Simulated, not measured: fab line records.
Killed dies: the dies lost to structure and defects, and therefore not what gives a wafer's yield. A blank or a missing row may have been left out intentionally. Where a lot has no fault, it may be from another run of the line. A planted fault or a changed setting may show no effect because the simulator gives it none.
fab line records	flow n5-finfet
record: lots: 24	wafers: 72	last-day: 18
route steps=1938 shown MOL_CONTACT_COAG@528 BEOL_M0_SAQP@633
lots that met no fault: taken from a fault-free run of the same line
start-h: hours from the record's first day to the start of the lot's first wafer shown	wait-h: hours since the lot's step before	" unchanged from the row above	L1.1+2: a row that stands for several wafers	- no value, or no start given	* or withheld: withheld	< > ~ a bound
route shown NAME@n: a module of which the file shows steps, and the number in the route of the first	usual: average and standard deviation across the fault-free wafers	same: alike in all rows	chamber/n: place in a boat	sites: each site's reading	_std_site: the values' standard deviation	_edge_site: outer sites' mean less inner sites'	radius-mm: how far each site lies from the wafer's centre	mask NAME#n: copy n	behind: tool/chamber where the wafer was last shaped	hold: cause of the lot's hold/its duration in hours/its outcome	device: which transistor (n, p or np) failed to switch	end of line: the route-end tests of the same wafers	step lacking rows: just its recipe	killed: dies lost to structure and defects at the first sort, not the wafer's yield	map: shows each die of a wafer: x if killed, . if not, _ if none is there
set.NAME: setting as actually run; set.NAME@STEP: the setting as run at that earlier step	model.NAME: the simulator's own value behind a step, which no gauge read
route steps across a sampled set of lots; one table per step, one row per wafer
services: a tool's chamber out of use, with start hour (start-h, from the record's first day; less than 0 if before it), hours out, and reason
== steps ==
step: N5_MOL_CONTACT_COAG_INSPECT_10
recipe: mode: adi	inspect-instrument: brightfield
usual: raw-defect-count: 64/22
lot.wafer	tool	chamber	start-h	wait-h	raw-defect-count
L074.2	defect-inspect-01	-	90.77	0.0	77
L074.3	"	-	"	"	62
L074.6	"	-	"	"	95
L075.2	defect-inspect-01	-	97.79	0.0	93
L075.5	"	-	"	"	57
L075.6	"	-	"	"	65
L076.1	defect-inspect-01	-	102.17	0.1	74
L076.4	"	-	"	"	40
L076.6	"	-	"	"	50
L077.2	defect-inspect-02	-	110.20	0.0	85
L077.5	"	-	"	"	62
L077.6	"	-	"	"	81
L078.1	defect-inspect-02	-	115.55	0.1	48
L078.3	"	-	"	"	85
L078.5	"	-	"	"	42
L079.1	defect-inspect-01	-	121.88	0.1	57
L079.2	"	-	"	"	55
L079.4	"	-	"	"	41
L080.1	defect-inspect-01	-	125.67	0.1	37
L080.3	"	-	"	"	55
L080.4	"	-	"	"	67
L081.1	defect-inspect-01	-	135.10	0.1	33
L081.3	"	-	"	"	41
L081.5	"	-	"	"	31
L082.2	defect-inspect-01	-	138.36	0.0	36
L082.4	"	-	"	"	62
L082.6	"	-	"	"	41
L083.1	defect-inspect-01	-	142.76	0.1	55
L083.5	"	-	"	"	38
L083.6	"	-	"	"	78
L084.3	defect-inspect-01	-	150.41	0.0	67
L084.4	"	-	"	"	48
L084.5	"	-	"	"	71
L085.1	defect-inspect-01	-	155.00	0.1	35
L085.4	"	-	"	"	49
L085.5	"	-	"	"	49
L086.1	defect-inspect-02	-	166.56	0.1	81
L086.2	"	-	"	"	129
L086.5	"	-	"	"	54
L087.3	defect-inspect-02	-	168.93	0.0	46
L087.4	"	-	"	"	52
L087.6	"	-	"	"	84
L088.2	defect-inspect-01	-	174.25	0.0	33
L088.3	"	-	"	"	60
L088.5	"	-	"	"	105
L089.1	defect-inspect-01	-	183.55	0.1	60
L089.2	"	-	"	"	73
L089.4	"	-	"	"	81
L090.3	defect-inspect-01	-	185.53	0.0	46
L090.4	"	-	"	"	85
L090.6	"	-	"	"	93
L091.1	defect-inspect-01	-	193.80	0.1	46
L091.3	"	-	"	"	67
L091.4	"	-	"	"	45
L092.2	defect-inspect-02	-	195.28	0.0	64
L092.4	"	-	"	"	125
L092.6	"	-	"	"	56
L093.2	defect-inspect-02	-	201.60	0.0	44
L093.5	"	-	"	"	51
L093.6	"	-	"	"	27
L094.1	defect-inspect-02	-	209.27	0.1	53
L094.4	"	-	"	"	50
L094.6	"	-	"	"	63
L095.1	defect-inspect-02	-	213.51	0.1	51
L095.3	"	-	"	"	108
L095.4	"	-	"	"	53
L096.2	defect-inspect-02	-	221.97	0.1	62
L096.3	"	-	"	"	67
L096.4	"	-	"	"	70
L097.1	defect-inspect-01	-	224.50	0.1	60
L097.2	"	-	"	"	117
L097.6	"	-	"	"	77
step: N5_MOL_CONTACT_COAG_ETCH_105
recipe: chemistry: CF4	target: SiARC	target-depth-a: 156	mask-material: CAR-EUV	time-s: 26	ion-energy-ev: 80	pressure-mtorr: 40	source-w: 545	bias-w: 36	Ar_flow_sccm: 100	cf4-flow-sccm: 100	ends: cleared
usual: drypump-motor-current-A: 5.8/0.47	etch-rf-on-time-s: 25.7/0.65	oes-product-au: 0.69/0.079	rf-vpp-V: 184.5/1	showerhead-plenum-p-Torr: 2.18/0.054	throttle-valve-pct: 15.64/0.28
lot.wafer	tool	chamber	start-h	wait-h	drypump-motor-current-A	etch-rf-on-time-s	oes-product-au	rf-hours-counter-h	rf-vpp-V	showerhead-plenum-p-Torr	throttle-valve-pct
L074.2	rie-diel-01	3	90.89	0.0	5.5	25.6	0.63	191	183.9	2.13	15.71
L074.3	"	2	"	"	5.3	25.5	0.62	206	183.5	2.12	15.82
L074.6	"	1	"	"	6.4	25.5	0.78	-	185.1	2.17	15.16
L075.2	rie-diel-01	2	97.91	0.0	5.3	25.5	0.62	208	184.8	2.12	15.84
L075.5	"	1	"	"	6.4	25.6	0.78	-	185.6	2.17	15.17
L075.6	"	0	"	"	6.7	26.4	0.60	-	183.8	2.20	15.86
L076.1	rie-diel-03	1	102.26	0.0	6.0	26.0	0.80	9	183.6	2.11	15.46
L076.4	"	3	"	"	5.7	25.4	0.62	-	183.4	2.11	15.63
L076.6	"	0	"	"	5.9	26.7	0.58	-	182.4	2.20	16.11
L077.2	rie-diel-01	2	110.29	0.0	5.3	25.6	0.61	213	183.9	2.12	15.84
L077.5	"	0	"	"	6.7	26.4	0.60	-	183.6	2.20	15.86
L077.6	"	1	"	"	6.4	25.6	0.78	-	184.7	2.17	15.19
L078.1	rie-diel-06	3	115.64	0.0	5.7	24.3	0.68	155	182.3	2.14	15.97
L078.3	"	1	"	"	6.0	25.0	0.80	12	184.5	2.28	15.27
L078.5	"	3	"	"	5.7	24.2	0.68	-	184.0	2.14	15.96
L079.1	rie-diel-06	3	122.13	0.0	5.7	24.7	0.67	157	184.6	2.14	15.99
L079.2	"	2	"	"	5.6	26.1	0.60	227	184.2	2.20	15.89
L079.4	"	1	"	"	6.1	25.4	0.80	15	185.7	2.28	15.27
L080.1	rie-diel-06	2	126.11	0.0	5.6	25.9	0.60	228	184.9	2.20	15.88
L080.3	"	3	"	"	5.7	24.7	0.67	159	184.7	2.14	15.96
L080.4	"	0	"	"	5.2	26.2	0.68	117	186.8	2.24	15.59
L081.1	rie-diel-03	1	135.33	0.0	6.0	25.5	0.77	25	184.4	2.10	15.49
L081.3	"	2	"	"	5.3	26.9	0.79	9	186.7	2.18	15.48
L081.5	"	2	"	"	5.3	26.7	0.79	-	184.5	2.18	15.48
L082.2	rie-diel-06	2	138.48	0.0	5.6	26.2	0.59	234	185.2	2.20	15.90
L082.4	"	2	"	"	5.6	26.1	0.59	-	184.4	2.20	15.90
L082.6	"	3	"	"	5.7	25.0	0.66	-	183.7	2.14	15.99
L083.1	rie-diel-06	3	142.93	0.0	5.7	24.5	0.67	166	184.3	2.14	15.97
L083.5	"	3	"	"	5.6	24.6	0.67	-	183.8	2.14	15.99
L083.6	"	0	"	"	5.1	26.1	0.69	-	186.6	2.24	15.60
L084.3	rie-diel-01	1	150.50	0.0	6.4	25.5	0.76	57	183.8	2.17	15.21
L084.4	"	2	"	"	5.3	25.5	0.61	226	182.2	2.12	15.87
L084.5	"	1	"	"	6.4	25.5	0.76	-	185.1	2.17	15.20
L085.1	rie-diel-06	3	155.09	0.0	5.6	24.7	0.66	170	183.5	2.13	16.00
L085.4	"	2	"	"	5.6	26.0	0.59	240	184.0	2.20	15.92
L085.5	"	0	"	"	5.1	27.0	0.66	-	185.9	2.24	15.61
L086.1	rie-diel-06	2	166.84	0.0	5.5	25.9	0.59	244	183.6	2.20	15.92
L086.2	"	1	"	"	6.0	25.7	0.76	29	186.2	2.27	15.31
L086.5	"	1	"	"	6.0	25.4	0.78	-	185.0	2.27	15.30
L087.3	rie-diel-06	0	169.29	0.0	5.1	26.5	0.68	131	184.8	2.23	15.63
L087.4	"	3	"	"	5.7	24.7	0.66	173	183.8	2.13	16.00
L087.6	"	1	"	"	6.0	25.6	0.77	-	185.7	2.27	15.31
L088.2	rie-diel-03	1	174.44	0.0	6.0	25.7	0.74	43	183.6	2.10	15.53
L088.3	"	0	"	"	5.9	26.0	0.79	15	184.4	2.19	15.62
L088.5	"	2	"	"	5.3	27.0	0.75	-	184.0	2.17	15.52
L089.1	rie-diel-06	3	183.64	0.0	5.7	24.9	0.66	178	184.2	2.13	16.00
L089.2	"	1	"	"	6.0	25.6	0.76	35	185.0	2.27	15.32
L089.4	"	0	"	"	5.2	26.6	0.67	136	186.0	2.23	15.65
L090.3	rie-diel-06	1	185.81	0.0	6.0	25.7	0.76	36	185.8	2.27	15.31
L090.4	"	0	"	"	5.1	27.0	0.66	-	184.2	2.23	15.63
L090.6	"	1	"	"	6.1	25.7	0.76	-	184.3	2.27	15.30
L091.1	rie-diel-01	3	194.04	0.0	5.4	25.5	0.60	229	184.2	2.11	15.79
L091.3	"	0	"	"	6.6	25.2	0.83	2	184.0	2.19	15.39
L091.4	"	1	"	"	6.4	25.4	0.74	76	184.3	2.16	15.25
L092.2	rie-diel-01	0	195.48	0.0	6.7	25.4	0.83	3	184.6	2.19	15.38
L092.4	"	1	"	"	6.4	25.7	0.74	76	185.0	2.16	15.24
L092.6	"	3	"	"	5.5	25.8	0.60	-	183.3	2.11	15.79
L093.2	rie-diel-06	3	201.69	0.0	5.7	24.4	0.65	187	182.9	2.13	16.04
L093.5	"	1	"	"	6.0	25.1	0.76	-	185.5	2.27	15.35
L093.6	"	3	"	"	5.7	24.5	0.66	-	185.1	2.13	16.03
L094.1	rie-diel-06	2	209.36	0.0	5.6	25.7	0.86	1	185.5	2.20	15.40
L094.4	"	1	"	"	6.0	25.3	0.75	48	185.2	2.26	15.34
L094.6	"	3	"	"	5.7	24.4	0.66	-	182.6	2.13	16.05
L095.1	rie-diel-01	1	213.60	0.0	6.4	25.5	0.72	82	184.0	2.16	15.24
L095.3	"	3	"	"	5.5	25.7	0.60	237	183.1	2.11	15.80
L095.4	"	3	"	"	5.5	25.6	0.59	-	183.5	2.11	15.80
L096.2	rie-diel-01	3	222.06	0.0	5.5	25.7	0.59	241	183.1	2.11	15.79
L096.3	"	1	"	"	6.4	25.9	0.71	86	185.8	2.16	15.27
L096.4	"	1	"	"	6.3	25.6	0.72	-	183.2	2.16	15.25
L097.1	rie-diel-06	0	224.60	0.0	5.2	26.9	0.65	154	184.2	2.23	15.67
L097.2	"	3	"	"	5.6	24.9	0.64	195	183.7	2.13	16.05
L097.6	"	3	"	"	5.7	24.7	0.64	-	183.4	2.13	16.05
step: N5_MOL_CONTACT_COAG_CMP_28
recipe: stop-on: SiNx	t-overpolish-s: 0.85	post-cmp-clean: alkaline-brush	down-force-psi: 4.15	platen-rpm: 51.8	pad-velocity-m-s: 1.0307	target-thk-nm: 14.522
usual: edge-zone-pressure-frac: 1.000/0.0046	motor-current-A: 12.4/0.93	time-to-endpoint-s: 5.3/1.8
lot.wafer	tool	chamber	start-h	wait-h	edge-zone-pressure-frac	motor-current-A	time-to-endpoint-s
L074.2	cmp-04	2	99.69	0.8	0.995	12.8	6.4
L074.3	"	1	"	"	0.999	10.9	2.8
L074.6	"	3	"	"	0.999	12.5	5.8
L075.2	cmp-01	3	105.07	0.8	0.994	11.3	7.0
L075.6	"	2	"	"	1.005	11.1	4.6
L075.5	"	3	"	"	0.989	11.0	6.3
L076.1	cmp-03	2	112.76	0.8	1.005	13.0	6.3
L076.4	"	1	"	"	1.008	12.9	2.9
L076.6	"	3	"	"	1.000	11.9	3.0
L077.2	cmp-01	1	117.60	0.8	1.002	14.5	3.8
L077.6	"	0	"	"	1.007	13.1	4.3
L077.5	"	1	"	"	1.000	14.0	1.9
L078.1	cmp-03	3	123.90	0.8	1.001	11.7	4.4
L078.3	"	2	"	"	0.999	13.0	4.7
L078.5	"	3	"	"	0.999	12.4	4.2
L079.1	cmp-01	2	130.36	0.8	0.998	11.0	2.8
L079.2	"	3	"	"	0.992	11.9	4.6
L079.4	"	0	"	"	1.004	13.5	1.9
L080.4	cmp-03	1	133.88	0.8	0.994	13.6	6.2
L080.3	"	2	"	"	0.998	13.0	8.1
L080.1	"	3	"	"	1.006	11.9	6.5
L081.3	cmp-04	1	145.15	0.8	0.995	11.6	5.4
L081.1	"	2	"	"	1.008	12.2	6.2
L081.5	"	1	"	"	0.998	11.8	7.7
L082.4	cmp-04	0	149.47	0.9	0.997	12.1	4.9
L082.2	"	1	"	"	0.998	12.0	4.4
L082.6	"	3	"	"	1.005	11.1	5.3
L083.1	cmp-03	2	151.97	0.8	0.997	12.7	7.1
L083.5	"	2	"	"	0.998	13.0	8.1
L083.6	"	3	"	"	0.994	11.1	4.1
L084.4	cmp-04	2	160.69	0.8	0.993	11.8	4.7
L084.3	"	3	"	"	1.003	12.5	7.7
L084.5	"	1	"	"	1.001	11.9	6.4
L085.4	cmp-03	2	164.19	0.8	1.005	12.6	7.8
L085.1	"	3	"	"	1.005	11.2	5.2
L085.5	"	2	"	"	0.997	13.3	3.9
L086.1	cmp-01	3	174.79	0.8	1.000	12.2	3.4
L086.2	"	0	"	"	1.003	12.3	6.1
L086.5	"	3	"	"	0.999	12.4	5.0
L087.3	cmp-01	1	177.40	0.8	1.011	13.9	2.7
L087.4	"	2	"	"	1.003	10.8	2.5
L087.6	"	1	"	"	1.005	14.2	5.8
L088.3	cmp-01	0	183.24	0.8	1.002	12.7	4.7
L088.2	"	3	"	"	1.000	12.1	10.5
L088.5	"	0	"	"	1.004	12.9	7.5
L089.4	cmp-03	2	192.90	0.8	0.995	12.7	6.1
L089.2	"	3	"	"	1.003	11.9	6.5
L089.1	"	0	"	"	0.997	11.4	4.5
L090.4	cmp-01	0	195.52	0.8	1.001	12.6	6.5
L090.3	"	1	"	"	1.001	14.4	3.7
L090.6	"	0	"	"	1.005	13.0	5.7
L091.4	cmp-04	0	202.01	0.8	1.002	12.6	5.8
L091.3	"	2	"	"	0.997	12.4	1.6
L091.1	"	3	"	"	1.000	12.4	6.4
L092.4	cmp-03	2	202.22	0.0	1.002	12.4	7.7
L092.2	"	0	"	"	1.002	11.8	6.3
L092.6	"	2	"	"	0.998	12.7	7.6
L093.2	cmp-03	3	208.81	0.9	1.004	11.1	6.8
L093.6	"	1	"	"	1.002	12.8	4.1
L093.5	"	2	"	"	1.004	13.5	7.8
L094.4	cmp-04	0	217.51	0.9	0.993	12.6	3.0
L094.1	"	1	"	"	1.007	11.9	3.7
L094.6	"	3	"	"	1.003	12.6	2.5
L095.1	cmp-04	3	222.43	0.8	0.999	12.5	6.3
L095.4	"	0	"	"	1.003	12.8	7.0
L095.3	"	1	"	"	0.999	11.7	7.4
L096.2	cmp-03	3	228.73	0.8	0.990	11.8	6.8
L096.3	"	1	"	"	0.995	12.6	6.8
L096.4	"	2	"	"	0.995	13.4	9.2
L097.1	cmp-03	1	232.12	0.9	1.004	12.4	3.9
L097.2	"	2	"	"	1.002	13.2	6.7
L097.6	"	0	"	"	0.997	11.1	5.5
step: N5_MOL_CONTACT_COAG_THK_MEAS_29
recipe: reads: SiNx_of_GATE_CUT_PECVD_57+SiNx_of_GATE_CUT_SAC_CAP_01
usual: MD_CAP_THK: 17.90/0.098
lot.wafer	tool	chamber	start-h	wait-h	MD_CAP_THK[nm]
L074.2	film-metro-01	-	99.98	-	17.90
L074.3	"	-	"	"	17.85
L074.6	"	-	"	"	17.89
L075.2	film-metro-01	-	105.33	-	17.98
L075.5	"	-	"	"	18.04
L075.6	"	-	"	"	18.00
L076.1	film-metro-01	-	113.05	-	17.88
L076.4	"	-	"	"	17.87
L076.6	"	-	"	"	17.84
L077.2	film-metro-02	-	117.85	-	17.93
L077.5	"	-	"	"	17.87
L077.6	"	-	"	"	17.83
L078.1	film-metro-02	-	124.19	-	17.79
L078.3	"	-	"	"	17.73
L078.5	"	-	"	"	17.84
L079.1	film-metro-02	-	130.61	-	17.91
L079.2	"	-	"	"	17.96
L079.4	"	-	"	"	17.83
L080.1	film-metro-02	-	134.18	-	17.81
L080.3	"	-	"	"	17.79
L080.4	"	-	"	"	17.72
L081.1	film-metro-02	-	145.41	-	17.78
L081.3	"	-	"	"	17.83
L081.5	"	-	"	"	17.81
L082.2	film-metro-02	-	149.72	-	17.74
L082.4	"	-	"	"	17.92
L082.6	"	-	"	"	17.89
L083.1	film-metro-01	-	152.26	-	17.77
L083.5	"	-	"	"	17.89
L083.6	"	-	"	"	17.98
L084.3	film-metro-02	-	160.95	-	17.94
L084.4	"	-	"	"	18.13
L084.5	"	-	"	"	18.10
L085.1	film-metro-02	-	164.48	-	17.82
L085.4	"	-	"	"	17.87
L085.5	"	-	"	"	17.82
L086.1	film-metro-02	-	175.05	-	17.85
L086.2	"	-	"	"	17.86
L086.5	"	-	"	"	17.98
L087.3	film-metro-02	-	177.66	-	17.98
L087.4	"	-	"	"	17.89
L087.6	"	-	"	"	17.98
L088.2	film-metro-02	-	183.53	-	17.92
L088.3	"	-	"	"	17.82
L088.5	"	-	"	"	17.85
L089.1	film-metro-01	-	193.19	-	17.99
L089.2	"	-	"	"	17.78
L089.4	"	-	"	"	17.78
L090.3	film-metro-01	-	195.81	-	17.96
L090.4	"	-	"	"	18.13
L090.6	"	-	"	"	17.90
L091.1	film-metro-02	-	202.30	-	17.97
L091.3	"	-	"	"	17.86
L091.4	"	-	"	"	17.97
L092.2	film-metro-01	-	202.52	-	18.00
L092.4	"	-	"	"	17.99
L092.6	"	-	"	"	17.93
L093.2	film-metro-01	-	209.03	-	17.91
L093.5	"	-	"	"	17.98
L093.6	"	-	"	"	17.86
L094.1	film-metro-01	-	217.73	-	18.01
L094.4	"	-	"	"	17.97
L094.6	"	-	"	"	17.92
L095.1	film-metro-01	-	222.70	0.2	17.90
L095.3	"	-	"	"	18.00
L095.4	"	-	"	"	17.69
L096.2	film-metro-02	-	229.03	-	17.95
L096.3	"	-	"	"	18.00
L096.4	"	-	"	"	17.87
L097.1	film-metro-01	-	232.34	-	18.05
L097.2	"	-	"	"	17.97
L097.6	"	-	"	"	17.97
step: N5_MOL_CONTACT_COAG_CD_MEAS_137
recipe: target-cd-nm: 16
usual: cd-nm: 16.0/0.37
lot.wafer	tool	chamber	start-h	wait-h	cd-nm
L074.2	cd-sem-03	-	102.28	0.0	15.6
L074.3	"	-	"	"	16.1
L074.6	"	-	"	"	16.0
L075.2	cd-sem-03	-	107.67	0.0	15.5
L075.5	"	-	"	"	15.7
L075.6	"	-	"	"	16.3
L076.1	cd-sem-03	-	114.99	0.0	15.4
L076.4	"	-	"	"	16.4
L076.6	"	-	"	"	15.6
L077.2	cd-sem-01	-	120.48	0.0	16.2
L077.5	"	-	"	"	16.6
L077.6	"	-	"	"	16.6
L078.1	cd-sem-03	-	126.40	0.0	16.2
L078.3	"	-	"	"	16.2
L078.5	"	-	"	"	16.3
L079.1	cd-sem-03	-	132.61	0.0	15.8
L079.2	"	-	"	"	15.9
L079.4	"	-	"	"	16.5
L080.1	cd-sem-02	-	136.25	0.0	15.9
L080.3	"	-	"	"	15.6
L080.4	"	-	"	"	16.2
L081.1	cd-sem-03	-	148.01	0.0	16.3
L081.3	"	-	"	"	15.8
L081.5	"	-	"	"	16.1
L082.2	cd-sem-03	-	151.66	0.0	16.1
L082.4	"	-	"	"	16.4
L082.6	"	-	"	"	15.7
L083.1	cd-sem-01	-	154.57	0.0	16.0
L083.5	"	-	"	"	15.9
L083.6	"	-	"	"	16.1
L084.3	cd-sem-01	-	164.83	0.0	15.7
L084.4	"	-	"	"	16.4
L084.5	"	-	"	"	16.0
L085.1	cd-sem-03	-	166.96	0.0	15.6
L085.4	"	-	"	"	15.8
L085.5	"	-	"	"	15.8
L086.1	cd-sem-01	-	177.31	0.0	15.7
L086.2	"	-	"	"	15.7
L086.5	"	-	"	"	15.4
L087.3	cd-sem-02	-	180.28	0.0	16.2
L087.4	"	-	"	"	15.9
L087.6	"	-	"	"	16.2
L088.2	cd-sem-02	-	185.92	0.0	15.7
L088.3	"	-	"	"	15.8
L088.5	"	-	"	"	15.3
L089.1	cd-sem-02	-	195.24	0.0	15.9
L089.2	"	-	"	"	15.6
L089.4	"	-	"	"	16.2
L090.3	cd-sem-02	-	197.77	0.0	15.9
L090.4	"	-	"	"	16.3
L090.6	"	-	"	"	15.9
L091.1	cd-sem-03	-	204.27	0.0	15.5
L091.3	"	-	"	"	15.6
L091.4	"	-	"	"	15.9
L092.2	cd-sem-01	-	204.60	0.0	15.6
L092.4	"	-	"	"	15.7
L092.6	"	-	"	"	15.6
L093.2	cd-sem-03	-	211.02	0.0	16.0
L093.5	"	-	"	"	16.1
L093.6	"	-	"	"	16.3
L094.1	cd-sem-03	-	220.60	0.0	15.8
L094.4	"	-	"	"	16.0
L094.6	"	-	"	"	15.8
L095.1	cd-sem-01	-	224.64	0.0	17.1
L095.3	"	-	"	"	16.4
L095.4	"	-	"	"	15.9
L096.2	cd-sem-03	-	230.96	0.0	16.1
L096.3	"	-	"	"	15.9
L096.4	"	-	"	"	15.8
L097.1	cd-sem-03	-	234.38	0.0	15.8
L097.2	"	-	"	"	16.6
L097.6	"	-	"	"	15.7
step: N5_BEOL_M0_SAQP_ILD_DEP_01
recipe: material: SiOC	target-thk-a: 454.19	temp-c: 350	precursor: DEMS/O2	pressure-torr: 5	rf-w: 500	time-s: 8.7
usual: heater-power-w: 498/78	showerhead-plenum-p-Torr: 5.696/0.016	throttle-valve-pct: 11.8/0.44
lot.wafer	tool	chamber	start-h	wait-h	heater-power-w	showerhead-plenum-p-Torr	since-wet-clean-h	throttle-valve-pct
L074.2	pecvd-04	2	110.30	0.0	553	5.686	241	11.0
L074.3	"	0	"	"	413	5.707	995	12.2
L074.6	"	0	"	"	414	5.709	-	12.1
L075.2	pecvd-02	1	113.30	0.0	519	5.708	1361	12.6
L075.5	"	2	"	"	515	5.721	-	12.1
L075.6	"	0	"	"	509	5.709	-	11.5
L076.1	pecvd-04	0	120.71	0.0	427	5.703	1006	12.3
L076.4	"	1	"	"	383	5.693	-	11.6
L076.6	"	2	"	"	479	5.694	-	11.0
L077.2	pecvd-02	2	126.23	0.0	457	5.729	2099	12.2
L077.5	"	2	"	"	456	5.732	-	12.1
L077.6	"	1	"	"	524	5.700	-	12.6
L078.1	pecvd-04	1	133.16	0.0	375	5.713	1743	11.7
L078.3	"	2	"	"	518	5.683	-	11.0
L078.5	"	2	"	"	517	5.674	-	11.1
L079.1	pecvd-03	0	139.01	0.0	528	5.690	843	11.8
L079.2	"	1	"	"	410	5.675	1568	11.7
L079.4	"	0	"	"	524	5.678	-	11.8
L080.1	pecvd-02	1	142.01	0.0	502	5.702	1390	12.3
L080.3	"	2	"	"	482	5.726	2115	12.2
L080.4	"	1	"	"	500	5.702	-	12.3
L081.1	pecvd-02	1	153.45	0.0	531	5.694	1401	12.2
L081.3	"	0	"	"	553	5.699	676	11.2
L081.5	"	2	"	"	434	5.731	-	12.1
L082.2	pecvd-04	1	157.29	0.0	337	5.688	1767	11.9
L082.4	"	0	"	"	372	5.698	-	12.3
L082.6	"	2	"	"	594	5.700	-	10.6
L083.1	pecvd-03	1	160.29	0.0	433	5.687	1589	11.6
L083.5	"	0	"	"	618	5.688	-	11.7
L083.6	"	2	"	"	603	5.710	-	11.8
L084.3	pecvd-03	0	170.39	0.0	513	5.680	874	11.7
L084.4	"	0	"	"	517	5.676	-	11.7
L084.5	"	1	"	"	430	5.689	-	11.6
L085.1	pecvd-03	2	173.38	0.0	581	5.692	123	11.9
L085.4	"	1	"	"	462	5.676	-	11.9
L085.5	"	2	"	"	609	5.710	-	11.9
L086.1	pecvd-02	1	183.03	0.0	431	5.713	1431	12.5
L086.2	"	2	"	"	510	5.726	2156	11.8
L086.5	"	2	"	"	510	5.727	-	11.8
L087.3	pecvd-02	1	186.10	0.0	456	5.708	1434	12.5
L087.4	"	1	"	"	459	5.691	-	12.6
L087.6	"	2	"	"	500	5.729	-	12.1
L088.2	pecvd-04	2	191.42	0.0	594	5.703	323	10.9
L088.3	"	1	"	"	394	5.688	1802	11.9
L088.5	"	1	"	"	401	5.697	-	11.8
L089.1	pecvd-04	1	200.83	0.0	412	5.678	1811	11.8
L089.2	"	0	"	"	410	5.698	1086	12.2
L089.4	"	0	"	"	409	5.720	-	12.2
L090.3	pecvd-02	1	203.84	0.0	491	5.706	1451	12.3
L090.4	"	2	"	"	492	5.746	-	11.9
L090.6	"	1	"	"	504	5.711	-	12.5
L091.1	pecvd-04	0	209.70	0.0	441	5.713	1095	12.1
L091.3	"	2	"	"	601	5.677	341	11.1
L091.4	"	0	"	"	430	5.712	-	12.1
L092.2	pecvd-03	1	212.70	0.0	502	5.689	1642	11.8
L092.4	"	2	"	"	626	5.695	-	11.7
L092.6	"	0	"	"	567	5.676	-	11.5
L093.2	pecvd-03	2	216.65	0.0	632	5.712	167	11.8
L093.5	"	0	"	"	590	5.687	-	11.8
L093.6	"	1	"	"	496	5.688	-	11.6
L094.1	pecvd-03	2	226.16	0.0	624	5.687	176	12.2
L094.4	"	0	"	"	532	5.683	-	11.8
L094.6	"	1	"	"	460	5.686	-	11.6
L095.1	pecvd-03	0	230.21	0.0	548	5.694	934	11.7
L095.3	"	2	"	"	617	5.688	180	11.9
L095.4	"	1	"	"	466	5.674	-	11.5
L096.2	pecvd-04	0	236.60	0.0	375	5.700	1122	12.1
L096.3	"	2	"	"	581	5.690	368	11.1
L096.4	"	1	"	"	398	5.704	-	11.7
L097.1	pecvd-04	2	239.94	0.0	525	5.704	371	11.0
L097.2	"	0	"	"	410	5.698	1125	11.9
L097.6	"	2	"	"	507	5.702	-	11.1
== services ==
tool	chamber	start-h	hours	kind
rie-diel-06	2	78.60	4.3	repair
rie-diel-01	3	80.46	4.2	repair
pecvd-03	-	86.60	7.7	repair
rie-diel-03	2	91.31	7.1	repair
cmp-03	-	92.40	3.5	pm
rie-diel-03	-	111.30	2.4	repair
cmp-04	-	111.92	6.0	pm
cmp-01	-	118.04	1.8	repair
cmp-03	-	127.85	4.0	pm
rie-diel-06	1	132.23	6.0	repair
rie-diel-06	0	133.63	5.5	repair
rie-diel-06	-	139.31	0.5	repair
cmp-03	-	141.38	0.2	repair
cmp-04	-	152.57	1.3	repair
rie-diel-06	3	155.87	5.8	repair
cmp-04	-	176.96	4.8	pm
pecvd-03	0	188.27	5.0	repair
pecvd-02	-	206.05	3.1	repair
pecvd-02	-	217.20	2.8	pm
cmp-03	-	219.00	2.2	repair
cmp-01	-	221.34	4.7	pm
cmp-04	-	223.57	4.0	pm
pecvd-03	-	230.62	5.5	pm
pecvd-02	1	235.00	3.7	repair
== key ==
fault none
